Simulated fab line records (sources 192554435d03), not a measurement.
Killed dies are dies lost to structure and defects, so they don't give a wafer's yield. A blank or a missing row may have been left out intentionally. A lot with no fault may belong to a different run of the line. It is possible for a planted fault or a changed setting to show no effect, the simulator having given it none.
Chamber matching	flow n5Finfet	pecvd-03 running N5_BEOL_M0_SAQP_PECVD_03: 3 sister chambers
The step deposits SiCN from 3MS/NH3, target thk 12 nm, time 21.1 s. 30 wafers are shown with their chamber, then 12 later ones without.

## WAFERS WITH THEIR CHAMBER
wafer	chamber	throttleValvePct (%)	showerheadPlenumPTorr (Torr)
L074.1	0	8.5	3.673
L074.2	2	9.4	3.672
L074.3	1	9.8	3.687
L075.1	1	9.7	3.677
L075.5	0	8.5	3.669
L075.6	2	9.4	3.680
L078.3	1	9.9	3.670
L078.4	2	9.3	3.668
L078.6	1	9.7	3.683
L082.1	2	9.4	3.656
L082.4	0	8.6	3.666
L082.5	1	9.8	3.683
L084.1	1	9.8	3.673
L084.4	0	8.8	3.667
L084.5	1	10.0	3.675
L085.1	2	9.0	3.675
L085.2	1	9.8	3.677
L085.3	0	9.0	3.671
L085.4	0	8.8	3.675
L085.5	2	9.4	3.673
L085.6	1	9.7	3.671
L087.3	2	9.6	3.666
L087.4	1	9.7	3.676
L087.6	2	9.1	3.676
L089.1	0	8.7	3.677
L089.2	2	9.3	3.660
L089.4	1	9.7	3.672
L090.1	1	9.7	3.687
L090.2	0	8.9	3.672
L090.3	0	9.1	3.674

SIGNATURES (averages over the wafers above)
reading	chamber 0	chamber 1	chamber 2	scatter within a chamber
throttleValvePct	8.767	9.775	9.322	0.163
showerheadPlenumPTorr	3.67156	3.67758	3.66956	0.00607
Rule: for a wafer and a chamber, the distance is found by dividing, reading by reading, the gap between the wafer's reading and the chamber's mean by the reading's scatter, squaring, summing and taking the root. The wafer belongs to the nearest chamber; if the next one is less than 2 further off, it can't be placed. The scatter is the square root of a quotient: the sum, over the shown wafers, of each reading's squared deviation from its chamber's mean, divided by wafers minus chambers.

## WAFERS MISSING THEIR CHAMBER
wafer	throttleValvePct (%)	showerheadPlenumPTorr (Torr)
L092.1	9.8	3.684
L092.2	9.0	3.664
L092.3	9.6	3.669
L094.1	9.4	3.681
L094.4	9.7	3.678
L094.6	9.2	3.660
L096.1	8.1	3.668
L096.2	8.8	3.672
L096.5	9.0	3.661
L097.1	8.5	3.674
L097.4	9.6	3.668
L097.6	9.2	3.679

## WHICH CHAMBER EACH ONE RAN IN
wafer	from the rows above	in truth
L092.1	1	1
L092.2	can't be placed: 0 or 2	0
L092.3	can't be placed: 2 or 1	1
L094.1	can't be placed: 2 or 1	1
L094.4	1	1
L094.6	can't be placed: 2 or 0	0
L096.1	0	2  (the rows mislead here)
L096.2	0	0
L096.5	can't be placed: 0 or 2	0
L097.1	0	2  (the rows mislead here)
L097.4	can't be placed: 2 or 1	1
L097.6	can't be placed: 2 or 0 or 1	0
Correctly placed: 3 of 12. These rows do not allow placing 7 (true chamber among the candidates in 7). Placed wrongly: 2.
